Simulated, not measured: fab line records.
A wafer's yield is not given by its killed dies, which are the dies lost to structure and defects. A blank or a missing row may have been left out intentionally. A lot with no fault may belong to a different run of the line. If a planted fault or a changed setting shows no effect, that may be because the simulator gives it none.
fab line records    flow n5_finfet
record: lots: 7  wafers: 21
route steps=1938 shown ZERO_LAYER@4 PMOS_HMC_CHANNEL_EPI@63 FIN_CUT@154 DUMMY_GATE@223 GATE_CUT@510 BEOL_M0_SAQP@693
start_h: start of the lot's first displayed wafer, in hours after the record's first day    wait_h: hours since the lot's step before    " unchanged from the row above    L1.1+2: a single row standing in for several wafers    - either no value or no given start    * or withheld: withheld    < > ~ a bound
route shown NAME@n: a module of which the file shows steps, and the number in the route of the first    usual: mean/standard deviation of fault-free wafers    same: alike in all rows    chamber/n: place in a boat    sites: per-site readings    _std_site: the values' standard deviation    _edge_site: inner sites' mean taken away from outer sites' mean    radius_mm: how far each site lies from the wafer's centre    mask NAME#n: copy n    behind: tool/chamber where the wafer was last shaped    hold: cause of the lot's hold/its duration in hours/its outcome    device: whichever transistor did not switch (one of n, p or np)    end of line: the same wafers' tests at the end of the route    where a step has no rows: the recipe by itself    killed: count of dies lost to structure and defects at first sort (not the wafer's yield)    map: shows each die of a wafer: x if killed, . if not, _ if none is there
set.NAME: the setting that was run; set.NAME@STEP: the one run at that earlier step    model.NAME: the simulator's own value behind a step, which no gauge read
lots whose settings were changed on purpose; a table a step, a row a wafer
== steps ==
step: N5_ZERO_LAYER_PECVD_02
recipe: material: SiO2  target_thk_a: 100  temp_c: 400  precursor: SiH4/N2O  pressure_torr: 0.75  rf_w: 275  time_s: 6
lot.wafer  tool      chamber  start_h  wait_h  set.time_s  model.SiO2_of_ZERO_LAYER_PECVD_02.thk_nm
L077.1     pecvd-02  2        30.28    0.0     6           10.14
L077.2     "         1        "        "       6           9.947
L077.3     "         0        "        "       6           10.06
L079.3     pecvd-01  1        42.28    0.0     6           9.829
L079.4     "         0        "        "       5.755       9.509
L079.6     "         2        "        "       6           9.669
L082.2     pecvd-02  1        60.28    0.0     6           9.801
L082.3     "         2        "        "       6           10.23
L082.4     "         0        "        "       6           10.18
L084.1     pecvd-03  2        72.28    0.0     6           10.08
L084.4     "         2        "        "       6.783       11.33
L084.5     "         1        "        "       6           10.23
L085.1     pecvd-03  0        78.30    0.0     6           9.633
L085.4     "         0        "        "       6           9.773
L085.5     "         2        "        "       6           10.1
L087.2     pecvd-02  0        90.47    0.0     6.529       10.8
L087.3     "         2        "        "       6.529       10.89
L087.4     "         0        "        "       6.529       10.93
L097.3     pecvd-03  1        150.28   0.0     5.102       8.3
L097.5     "         2        "        "       6           10.03
L097.6     "         0        "        "       5.102       8.19
step: N5_PMOS_HMC_CHANNEL_EPI_PEB_07
recipe: peb_temp_c: 110  peb_time_s: 60  resist: CAR-ArF-block
lot.wafer   tool            chamber  start_h  wait_h  set.peb_time_s
L077.1      litho_track-01  0        35.38    0.1     69.65
L077.2+3    "               0        "        "       60
L079.3+4+6  litho_track-01  0        48.12    0.0     60
L082.2+3+4  litho_track-01  0        65.39    0.0     60
L084.1+5    litho_track-03  0        77.82    0.1     65.16
L084.4      "               0        "        "       60
L085.1+4    litho_track-05  0        83.98    0.1     60
L085.5      "               0        "        "       54.92
L087.2+3+4  litho_track-01  0        95.70    0.0     60
L097.3+5    litho_track-05  0        155.34   0.0     64.47
L097.6      "               0        "        "       60
step: N5_PMOS_HMC_CHANNEL_EPI_DEVELOP_08
recipe: develop_time_s: 30  developer: TMAH  resist: CAR-ArF-block  dev_temp_c: 23  rinse_liquid: diw  dry: air_spin
lot.wafer   tool            chamber  start_h  wait_h  set.develop_time_s
L077.1+2+3  litho_track-01  0        -        -       30
L079.3+4+6  litho_track-01  0        -        -       30
L082.2+3+4  litho_track-01  0        -        -       30
L084.1      litho_track-03  0        -        -       30
L084.4+5    "               0        "        "       25.9
L085.1      litho_track-05  0        -        -       30
L085.4+5    "               0        "        "       32.63
L087.2+4    litho_track-01  0        -        -       23.55
L087.3      "               0        "        "       30
L097.3+5+6  litho_track-05  0        -        -       30
step: N5_PMOS_HMC_CHANNEL_EPI_CD_MEAS_09
recipe: target_cd_nm: 237.4  landing_energy_ev: 500  detector: se_inlens
usual: cd_nm: 237.6/1.2
lot.wafer  tool       chamber  start_h  wait_h  set.peb_time_s@PMOS_HMC_CHANNEL_EPI_PEB_07  cd_nm
L077.1     cd_sem-02  0        35.45    -       69.65                                       245.0
L077.2     "          0        "        "       60                                          240.4
L077.3     "          0        "        "       60                                          238.8
L079.3     cd_sem-02  0        48.18    -       60                                          238.5
L079.4     "          0        "        "       60                                          238.0
L079.6     "          0        "        "       60                                          238.9
L082.2     cd_sem-01  0        65.45    -       60                                          236.1
L082.3     "          0        "        "       60                                          236.9
L082.4     "          0        "        "       60                                          236.8
L084.1     cd_sem-03  0        77.88    -       65.16                                       239.6
L084.4     "          0        "        "       60                                          235.9
L084.5     "          0        "        "       65.16                                       239.8
L085.1     cd_sem-02  0        84.06    -       60                                          237.6
L085.4     "          0        "        "       60                                          236.1
L085.5     "          0        "        "       54.92                                       233.5
L087.2     cd_sem-02  0        95.77    -       60                                          236.0
L087.3     "          0        "        "       60                                          237.3
L087.4     "          0        "        "       60                                          236.9
L097.3     cd_sem-02  0        155.41   -       64.47                                       238.8
L097.5     "          0        "        "       64.47                                       240.2
L097.6     "          0        "        "       60                                          237.7
step: N5_PMOS_HMC_CHANNEL_EPI_DESCUM_14
recipe: chemistry: O2  time_s: 7.9  source_power_w: 50  bias_power_w: 20  pressure_mtorr: 20  rf_frequency_hz: 2.712e+07  temp_c: 40  resist: CAR-ArF-block  o2_flow_sccm: 225
lot.wafer  tool         chamber  start_h  wait_h  set.peb_time_s@PMOS_HMC_CHANNEL_EPI_PEB_07  model.PMOS_HMC_CHANNEL_EPI.cd_nm
L077.1     rie_diel-03  2        35.53    0.0     69.65                                       245.1
L077.2     "            3        "        "       60                                          240.2
L077.3     "            1        "        "       60                                          238.7
L079.3     rie_diel-06  3        48.27    0.0     60                                          238.7
L079.4     "            1        "        "       60                                          237.9
L079.6     "            3        "        "       60                                          238.9
L082.2     rie_diel-05  1        65.54    0.0     60                                          236.2
L082.3     "            3        "        "       60                                          236.7
L082.4     "            0        "        "       60                                          236.5
L084.1     rie_diel-05  1        77.97    0.0     65.16                                       239.4
L084.4     "            2        "        "       60                                          235.6
L084.5     "            1        "        "       65.16                                       239.6
L085.1     rie_diel-05  0        84.25    0.1     60                                          236.8
L085.4     "            2        "        "       60                                          236.1
L085.5     "            3        "        "       54.92                                       233.4
L087.2     rie_diel-03  2        95.91    0.1     60                                          236.2
L087.3     "            1        "        "       60                                          237
L087.4     "            3        "        "       60                                          236.7
L097.3     rie_diel-05  1        155.50   0.0     64.47                                       238.7
L097.5     "            1        "        "       64.47                                       240.3
L097.6     "            0        "        "       60                                          237.9
step: N5_PMOS_HMC_CHANNEL_EPI_ETCH_32
recipe: chemistry: N2/H2  target: BARC  stop_on: SiO2  target_depth_a: 858  over_etch_frac: 0.3  time_s: 50.3  ion_energy_ev: 200  mask_material: CAR-ArF-block  pressure_mtorr: 30  source_w: 840  bias_w: 150  n2_flow_sccm: 200  h2_flow_sccm: 200
lot.wafer  tool         chamber  start_h  wait_h  set.peb_time_s@PMOS_HMC_CHANNEL_EPI_PEB_07  model.PMOS_HMC_CHANNEL_EPI.cd_nm
L077.1     rie_diel-03  2        35.57    0.0     69.65                                       247.3
L077.2     "            3        "        "       60                                          242.7
L077.3     "            1        "        "       60                                          240.7
L079.3     rie_diel-06  3        48.30    0.0     60                                          241.6
L079.4     "            1        "        "       60                                          242.5
L079.6     "            3        "        "       60                                          241.7
L082.2     rie_diel-05  1        65.58    0.0     60                                          239.1
L082.3     "            3        "        "       60                                          239
L082.4     "            0        "        "       60                                          238.5
L084.1     rie_diel-05  1        78.01    0.0     65.16                                       241.7
L084.4     "            2        "        "       60                                          237.1
L084.5     "            1        "        "       65.16                                       241.5
L085.1     rie_diel-05  0        84.29    0.0     60                                          239.5
L085.4     "            2        "        "       60                                          237.5
L085.5     "            3        "        "       54.92                                       234.7
L087.2     rie_diel-03  2        95.94    0.0     60                                          238.6
L087.3     "            1        "        "       60                                          239.3
L087.4     "            3        "        "       60                                          240.1
L097.3     rie_diel-05  1        155.53   0.0     64.47                                       241
L097.5     "            1        "        "       64.47                                       242.4
L097.6     "            0        "        "       60                                          240
step: N5_PMOS_HMC_CHANNEL_EPI_HM_OPEN_15
recipe: chemistry: CHF3/O2  target: SiO2  mask_material: CAR-ArF-block  target_depth_a: 406  CHF3_flow_sccm: 50  O2_flow_sccm: 5  Ar_flow_sccm: 200  time_s: 20.3  pressure_mtorr: 30  source_w: 650  bias_w: 170  ion_energy_ev: 200
lot.wafer  tool         chamber  start_h  wait_h  set.peb_time_s@PMOS_HMC_CHANNEL_EPI_PEB_07  model.PMOS_HMC_CHANNEL_EPI.cd_nm
L077.1     rie_diel-03  2        35.61    0.0     69.65                                       247.1
L077.2     "            3        "        "       60                                          242.9
L077.3     "            1        "        "       60                                          240.7
L079.3+6   rie_diel-06  3        48.35    0.0     60                                          241.9
L079.4     "            1        "        "       60                                          242.5
L082.2     rie_diel-05  1        65.62    0.0     60                                          239.1
L082.3     "            3        "        "       60                                          239
L082.4     "            0        "        "       60                                          238.6
L084.1     rie_diel-05  1        78.05    0.0     65.16                                       241.6
L084.4     "            2        "        "       60                                          237
L084.5     "            1        "        "       65.16                                       241.5
L085.1     rie_diel-05  0        84.33    0.0     60                                          239.5
L085.4     "            2        "        "       60                                          237.4
L085.5     "            3        "        "       54.92                                       234.7
L087.2     rie_diel-03  2        95.98    0.0     60                                          238.4
L087.3     "            1        "        "       60                                          239.3
L087.4     "            3        "        "       60                                          240.3
L097.3     rie_diel-05  1        155.57   0.0     64.47                                       241
L097.5     "            1        "        "       64.47                                       242.5
L097.6     "            0        "        "       60                                          240
step: N5_PMOS_HMC_CHANNEL_EPI_STRIP_33
recipe: chemistry: N2/H2  power_w: 500  temp_c: 40  pressure_mtorr: 50  rf_frequency_hz: 6e+07  overash_fraction: 0.3  bias_power_w: 8  h2_frac: 0.5  n2_flow_sccm: 300  h2_flow_sccm: 300
step: N5_PMOS_HMC_CHANNEL_EPI_STRIP_17
recipe: chemistry: SPM  time_s: 750  temp_c: 130  h2so4_h2o2_vol_ratio: 4  dry: ipa_marangoni
step: N5_PMOS_HMC_CHANNEL_EPI_ETCH_38
recipe: chemistry: CF4  target: SiO2  target_depth_a: 15  ion_energy_ev: 350  pressure_mtorr: 10  icp_w: 800  bias_w: 400  cf4_flow_sccm: 80
step: N5_PMOS_HMC_CHANNEL_EPI_FIN_RECESS_16
recipe: chemistry: HBr/Cl2  target: Si  mask_material: SiO2  target_depth_a: 540  time_s: 18  pressure_mtorr: 10  icp_w: 800  bias_w: 75  HBr_flow_sccm: 150  Cl2_flow_sccm: 80
lot.wafer  tool       chamber  start_h  wait_h  set.peb_time_s@PMOS_HMC_CHANNEL_EPI_PEB_07  model.PMOS_HMC_CHANNEL_EPI.cd_nm
L077.1     rie_si-05  0        35.99    0.0     69.65                                       247.1
L077.2     "          1        "        "       60                                          242.9
L077.3     "          2        "        "       60                                          240.8
L079.3     rie_si-03  0        48.73    0.0     60                                          241.8
L079.4     "          1        "        "       60                                          242.5
L079.6     "          1        "        "       60                                          241.9
L082.2     rie_si-03  2        66.00    0.0     60                                          239.2
L082.3     "          0        "        "       60                                          238.9
L082.4     "          1        "        "       60                                          238.5
L084.1     rie_si-05  1        78.45    0.0     65.16                                       241.6
L084.4     "          0        "        "       60                                          237.1
L084.5     "          1        "        "       65.16                                       241.5
L085.1     rie_si-05  1        84.71    0.0     60                                          239.4
L085.4     "          0        "        "       60                                          237.5
L085.5     "          2        "        "       54.92                                       234.7
L087.2     rie_si-05  2        96.57    0.0     60                                          238.4
L087.3     "          3        "        "       60                                          239.4
L087.4     "          1        "        "       60                                          240.2
L097.3     rie_si-05  1        155.95   0.0     64.47                                       241
L097.5     "          1        "        "       64.47                                       242.5
L097.6     "          0        "        "       60                                          239.9
step: N5_FIN_CUT_COAT_18
recipe: resist: SOC  temp_c: 250  time_s: 60  spin_rpm: 1500  resist_thk_nm: 230
lot.wafer  tool            chamber  start_h  wait_h  set.spin_rpm  model.SOC_of_FIN_CUT_COAT_18.thk_nm
L077.1     litho_track-03  0        45.02    0.0     1500          230.6
L077.2+3   "               0        "        "       1500          229.8
L079.3     litho_track-05  0        57.00    0.0     1500          230.2
L079.4     "               0        "        "       1339          243.8
L079.6     "               0        "        "       1339          244
L082.2     litho_track-04  0        76.32    0.0     1500          230
L082.3     "               0        "        "       1500          229
L082.4     "               0        "        "       1500          229.8
L084.1     litho_track-05  0        86.67    0.0     1500          231
L084.4     "               0        "        "       1376          240.4
L084.5     "               0        "        "       1500          230.8
L085.1     litho_track-03  0        93.61    0.0     1500          231.6
L085.4     "               0        "        "       1571          226.2
L085.5     "               0        "        "       1571          225.8
L087.2     litho_track-04  0        106.93   0.0     1500          229.6
L087.3     "               0        "        "       1500          229
L087.4     "               0        "        "       1435          234.4
L097.3+6   litho_track-03  0        164.55   0.0     1500          230.2
L097.5     "               0        "        "       1500          229.6
step: N5_FIN_CUT_COAT_19
recipe: resist: SiARC  temp_c: 220  time_s: 60  spin_rpm: 1500  resist_thk_nm: 20
lot.wafer   tool            chamber  start_h  wait_h  set.time_s
L077.1      litho_track-03  0        -        -       54.18
L077.2+3    "               0        "        "       60
L079.3+4    litho_track-05  0        -        -       56.07
L079.6      "               0        "        "       60
L082.2+3+4  litho_track-04  0        -        -       60
L084.1+4+5  litho_track-05  0        -        -       60
L085.1+5    litho_track-03  0        -        -       60
L085.4      "               0        "        "       70.59
L087.2      litho_track-04  0        -        -       60
L087.3+4    "               0        "        "       49.72
L097.3+6    litho_track-03  0        -        -       60
L097.5      "               0        "        "       70.74
step: N5_FIN_CUT_COAT_29
recipe: resist: underlayer  temp_c: 205  time_s: 60  spin_rpm: 1500  resist_thk_nm: 10
step: N5_FIN_CUT_COAT_02
recipe: resist: CAR-EUV  spin_rpm: 1500  resist_thk_nm: 30
step: N5_FIN_CUT_ETCH_30
recipe: chemistry: N2/H2  target: underlayer  target_depth_a: 130  mask_material: CAR-EUV  time_s: 10.4  ion_energy_ev: 200  pressure_mtorr: 30  source_w: 840  bias_w: 150  n2_flow_sccm: 200  h2_flow_sccm: 200  ends: cleared
step: N5_FIN_CUT_ETCH_20
recipe: chemistry: CF4  target: SiARC  target_depth_a: 260  mask_material: CAR-EUV  time_s: 43.3  ion_energy_ev: 80  pressure_mtorr: 40  source_w: 545  bias_w: 36  Ar_flow_sccm: 100  cf4_flow_sccm: 100  ends: cleared
step: N5_FIN_CUT_ETCH_21
recipe: chemistry: N2/H2  target: SOC  target_depth_a: 2190  overetch_a: 438  mask_material: SiARC  temp_c: 40  ion_energy_ev: 100  bias_w: 61  time_s: 523.5  pressure_mtorr: 30  source_w: 850  n2_flow_sccm: 200  h2_flow_sccm: 200
lot.wafer  tool         chamber  start_h  wait_h  set.spin_rpm@FIN_CUT_COAT_18  model.etch.depth_nm
L077.1     rie_diel-05  0        45.51    0.0     1500                          230.7
L077.2     "            3        "        "       1500                          229.7
L077.3     "            2        "        "       1500                          229.8
L079.3     rie_diel-03  2        57.48    0.0     1500                          230.1
L079.4     "            1        "        "       1339                          243.8
L079.6     "            1        "        "       1339                          243.9
L082.2     rie_diel-06  0        76.98    0.0     1500                          229.9
L082.3     "            2        "        "       1500                          229
L082.4     "            1        "        "       1500                          229.8
L084.1     rie_diel-03  2        87.28    0.0     1500                          231
L084.4     "            1        "        "       1376                          240.4
L084.5     "            2        "        "       1500                          230.8
L085.1     rie_diel-06  2        94.09    0.0     1500                          231.5
L085.4     "            0        "        "       1571                          226.2
L085.5     "            0        "        "       1571                          225.7
L087.2     rie_diel-06  3        107.42   0.0     1500                          229.5
L087.3     "            1        "        "       1500                          229
L087.4     "            0        "        "       1435                          234.3
L097.3+6   rie_diel-06  3,0      165.04   0.0     1500                          230.2
L097.5     "            1        "        "       1500                          229.6
step: N5_FIN_CUT_STRIP_23
recipe: chemistry: N2/H2  temp_c: 40  n2_flow_sccm: 200  h2_flow_sccm: 200  rf_frequency_hz: 6e+07
step: N5_FIN_CUT_STRIP_31
recipe: chemistry: N2/H2  temp_c: 40  n2_flow_sccm: 200  h2_flow_sccm: 200  rf_frequency_hz: 6e+07
step: N5_FIN_CUT_CUT_ETCH_27
recipe: chemistry: CHF3/O2  target: SiO2  target_depth_a: 40  mask_material: SOC  overetch_a: 20  time_s: 4.9  pressure_mtorr: 30  source_w: 650  bias_w: 170  Ar_flow_sccm: 200  CHF3_flow_sccm: 50  O2_flow_sccm: 5  ion_energy_ev: 200
step: N5_FIN_CUT_PRECLEAN_35
recipe: time_s: 13.3  temp_c: 45  pressure_torr: 125  p_hf_torr: 3  p_coreactant_torr: 25  chemistry: vHF
step: N5_FIN_CUT_CUT_ETCH_15
recipe: chemistry: HBr/Cl2/O2  target: Si  target_depth_a: 1000  bt_time_s: 10  mask_material: SOC  time_s: 42.4  ion_energy_ev: *  bias_w: *  pressure_mtorr: 10  icp_w: 800  HBr_flow_sccm: 150  Cl2_flow_sccm: 80  O2_flow_sccm: 12
lot.wafer  tool       chamber  start_h  wait_h  set.spin_rpm@FIN_CUT_COAT_18  model.SOC_of_FIN_CUT_COAT_18.thk_nm
L077.1     rie_si-05  3        46.05    0.1     1500                          170.8
L077.2     "          1        "        "       1500                          168.6
L077.3     "          0        "        "       1500                          169.8
L079.3     rie_si-05  3        58.02    0.0     1500                          170.8
L079.4     "          1        "        "       1339                          183.4
L079.6     "          1        "        "       1339                          183.2
L082.2     rie_si-03  3        77.84    0.1     1500                          170.8
L082.3     "          2        "        "       1500                          170
L082.4     "          2        "        "       1500                          170.6
L084.1     rie_si-03  1        87.82    0.1     1500                          170.6
L084.4     "          3        "        "       1376                          180.2
L084.5     "          2        "        "       1500                          171.8
L085.1     rie_si-06  3        94.63    0.1     1500                          169.8
L085.4     "          2        "        "       1571                          167.4
L085.5     "          1        "        "       1571                          164.8
L087.2+3   rie_si-03  3,2      107.96   0.1     1500                          170
L087.4     "          0        "        "       1435                          172.6
L097.3     rie_si-03  0        165.58   0.0     1500                          168.4
L097.5     "          3        "        "       1500                          170
L097.6     "          0        "        "       1500                          168.2
step: N5_DUMMY_GATE_COAT_35
recipe: resist: SiARC  temp_c: 220  time_s: 60  spin_rpm: 1500  resist_thk_nm: 10
lot.wafer   tool            chamber  start_h  wait_h  set.spin_rpm  model.SiARC_of_DUMMY_GATE_COAT_35.thk_nm
L077.1+3    litho_track-02  0        -        -       1665          9.4
L077.2      "               0        "        "       1500          10
L079.3+6    litho_track-02  0        -        -       1500          10
L079.4      "               0        "        "       1412          10.4
L082.2+3+4  litho_track-03  0        -        -       1500          10
L084.1+4+5  litho_track-02  0        -        -       1500          10
L085.1+5    litho_track-02  0        -        -       1500          10
L085.4      "               0        "        "       1391          10.4
L087.2+3    litho_track-02  0        -        -       1500          10
L087.4      "               0        "        "       1657          9.6
L097.3+5    litho_track-02  0        -        -       1500          10
L097.6      "               0        "        "       1388          10.4
step: N5_DUMMY_GATE_EXPOSE_12
recipe: mask_id: GATE  na: 0.33  source_shape: annular  sigma_inner: 0.2  sigma_outer: 0.6  polarization: unpolarized  target_cd_nm: 25  dose_mj: 34
lot.wafer   tool            chamber  start_h  wait_h  mask    set.dose_mj
L077.1+2+3  euv_scanner-01  0        64.05    -       GATE#0  34
L079.3+6    euv_scanner-02  0        75.66    -       GATE#0  34.74
L079.4      "               0        "        "       GATE#0  34
L082.2+3+4  euv_scanner-01  0        97.43    -       GATE#0  34
L084.1      euv_scanner-02  0        106.43   -       GATE#0  36.32
L084.4+5    "               0        "        "       GATE#0  34
L085.1+4    euv_scanner-01  0        113.43   -       GATE#0  34
L085.5      "               0        "        "       GATE#0  32.52
L087.2+4    euv_scanner-01  0        126.14   -       GATE#0  36.36
L087.3      "               0        "        "       GATE#0  34
L097.3+5+6  euv_scanner-02  0        183.04   -       GATE#0  34
step: N5_DUMMY_GATE_PEB_13
recipe: peb_temp_c: 100  peb_time_s: 60  resist: CAR-EUV
step: N5_DUMMY_GATE_DEVELOP_14
recipe: develop_time_s: 30  developer: TMAH  resist: CAR-EUV  rinse_liquid: surfactant_rinse  dry: air_spin  dev_temp_c: 23
step: N5_DUMMY_GATE_CD_MEAS_15
recipe: target_cd_nm: 25.8  landing_energy_ev: 500  detector: se_inlens
usual: cd_nm: 25.00/0.28
lot.wafer  tool       chamber  start_h  wait_h  set.dose_mj@DUMMY_GATE_EXPOSE_12  cd_nm
L077.1     cd_sem-01  0        64.18    -       34                                24.78
L077.2     "          0        "        "       34                                24.98
L077.3     "          0        "        "       34                                24.67
L079.3     cd_sem-03  0        75.78    -       34.74                             24.56
L079.4     "          0        "        "       34                                24.93
L079.6     "          0        "        "       34.74                             24.70
L082.2     cd_sem-02  0        97.56    -       34                                25.77
L082.3     "          0        "        "       34                                25.17
L082.4     "          0        "        "       34                                24.81
L084.1     cd_sem-02  0        106.56   -       36.32                             23.25
L084.4     "          0        "        "       34                                24.65
L084.5     "          0        "        "       34                                24.35
L085.1     cd_sem-03  0        113.56   -       34                                25.16
L085.4     "          0        "        "       34                                25.09
L085.5     "          0        "        "       32.52                             25.86
L087.2     cd_sem-02  0        126.27   -       36.36                             24.14
L087.3     "          0        "        "       34                                24.95
L087.4     "          0        "        "       36.36                             24.02
L097.3     cd_sem-02  0        183.17   -       34                                25.23
L097.5     "          0        "        "       34                                25.10
L097.6     "          0        "        "       34                                25.10
step: N5_GATE_CUT_ALD_22
recipe: material: SiNx  target_thk_a: 160  temp_c: 400  ald_precursor_family: SiH2I2  ald_co_reactant: N2/H2-plasma  pulse_time_s: 1  ald_cycles: 320  purge_time_s: 2  co_reactant_purge_time_s: 2  pressure_torr: 2
lot.wafer   tool        chamber  start_h  wait_h  set.ald_cycles  model.SiNx_of_GATE_CUT_ALD_22.thk_nm
L077.1      ald_sin-03  2        101.33   0.0     305             15.4
L077.2      "           3        "        "       320             16
L077.3      "           0        "        "       305             15.2
L079.3      ald_sin-02  2        115.97   0.0     345             17.4
L079.4+6    "           3,1      "        "       320             16
L082.2+3+4  ald_sin-04  0,3,2    135.54   0.3     320             15.8
L084.1+4+5  ald_sin-02  3,0,2    144.16   0.0     320             16
L085.1+5    ald_sin-03  2,1      151.37   0.0     320             16
L085.4      "           0        "        "       338             16.8
L087.2+3    ald_sin-03  3,0      165.75   0.0     320             16
L087.4      "           2        "        "       299             15
L097.3      ald_sin-04  1        223.50   0.0     269             13.4
L097.5      "           3        "        "       320             16
L097.6      "           0        "        "       320             15.8
step: N5_BEOL_M0_SAQP_ETCH_88
recipe: chemistry: N2/H2  target: underlayer  target_depth_a: 65  time_s: 5.2  ion_energy_ev: 200  mask_material: CAR-EUV  pressure_mtorr: 30  source_w: 840  bias_w: 150  n2_flow_sccm: 200  h2_flow_sccm: 200  ends: cleared
usual: rf_vpp_V: 525.2/2.2
lot.wafer  tool         chamber  start_h  wait_h  set.source_w  rf_vpp_V
L077.1     rie_diel-03  2        127.27   0.0     840           525.4
L077.2     "            0        "        "       840           525.5
L077.3     "            3        "        "       840           527.1
L079.3     rie_diel-05  2        142.19   0.0     840           528.0
L079.4     "            1        "        "       840           528.2
L079.6     "            2        "        "       840           527.5
L082.2     rie_diel-05  3        161.95   0.0     840           524.1
L082.3     "            0        "        "       840           526.0
L082.4     "            1        "        "       840           527.5
L084.1     rie_diel-06  3        173.47   0.0     840           521.7
L084.4     "            1        "        "       840           527.6
L084.5     "            0        "        "       981.3         498.9
L085.1     rie_diel-05  2        177.35   0.0     840           527.2
L085.4     "            1        "        "       840           526.8
L085.5     "            3        "        "       840           523.1
L087.2     rie_diel-03  3        191.95   0.0     885.7         515.7
L087.3     "            1        "        "       840           525.0
L087.4     "            2        "        "       885.7         516.5
L097.3     rie_diel-06  3        268.50   0.0     796.1         530.7
L097.5     "            0        "        "       796.1         533.2
L097.6     "            3        "        "       840           521.1
== key ==
split: step: N5_ZERO_LAYER_PECVD_02  setting: time_s  stated: 6  by: wafer
response: step: N5_ZERO_LAYER_PECVD_02  reading: model.SiO2_of_ZERO_LAYER_PECVD_02.thk_nm  change: +0.105  per: 1%  r: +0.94
split: step: N5_PMOS_HMC_CHANNEL_EPI_PEB_07  setting: peb_time_s  stated: 60  by: wafer
response: step: N5_PMOS_HMC_CHANNEL_EPI_CD_MEAS_09  reading: cd_nm  change: +0.351  per: 1%  r: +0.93
response: step: N5_PMOS_HMC_CHANNEL_EPI_DESCUM_14  reading: model.PMOS_HMC_CHANNEL_EPI.cd_nm  change: +0.352  per: 1%  r: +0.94
response: step: N5_PMOS_HMC_CHANNEL_EPI_ETCH_32  reading: model.PMOS_HMC_CHANNEL_EPI.cd_nm  change: +0.378  per: 1%  r: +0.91
response: step: N5_PMOS_HMC_CHANNEL_EPI_HM_OPEN_15  reading: model.PMOS_HMC_CHANNEL_EPI.cd_nm  change: +0.369  per: 1%  r: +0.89
response: step: N5_PMOS_HMC_CHANNEL_EPI_FIN_RECESS_16  reading: model.PMOS_HMC_CHANNEL_EPI.cd_nm  change: +0.365  per: 1%  r: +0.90
split: step: N5_PMOS_HMC_CHANNEL_EPI_DEVELOP_08  setting: develop_time_s  stated: 30  by: wafer
response none clear
split: step: N5_FIN_CUT_COAT_18  setting: spin_rpm  stated: 1500  by: wafer
response: step: N5_FIN_CUT_COAT_18  reading: model.SOC_of_FIN_CUT_COAT_18.thk_nm  change: -1.22  per: 1%  r: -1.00
response: step: N5_FIN_CUT_ETCH_21  reading: model.etch.depth_nm  change: -1.22  per: 1%  r: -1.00
response: step: N5_FIN_CUT_CUT_ETCH_15  reading: model.SOC_of_FIN_CUT_COAT_18.thk_nm  change: -1.06  per: 1%  r: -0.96
split: step: N5_FIN_CUT_COAT_19  setting: time_s  stated: 60  by: wafer
response none clear
split: step: N5_DUMMY_GATE_COAT_35  setting: spin_rpm  stated: 1500  by: wafer
response: step: N5_DUMMY_GATE_COAT_35  reading: model.SiARC_of_DUMMY_GATE_COAT_35.thk_nm  change: -0.0509  per: 1%  r: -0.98
split: step: N5_DUMMY_GATE_EXPOSE_12  setting: dose_mj  stated: 34  by: wafer
response: step: N5_DUMMY_GATE_CD_MEAS_15  reading: cd_nm  change: -0.156  per: 1%  r: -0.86
split: step: N5_GATE_CUT_ALD_22  setting: ald_cycles  stated: 320  by: wafer
response: step: N5_GATE_CUT_ALD_22  reading: model.SiNx_of_GATE_CUT_ALD_22.thk_nm  change: +0.158  per: 1%  r: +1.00
split: step: N5_BEOL_M0_SAQP_ETCH_88  setting: source_w  stated: 840  by: wafer
response: step: N5_BEOL_M0_SAQP_ETCH_88  reading: rf_vpp_V  change: -1.58  per: 1%  r: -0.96
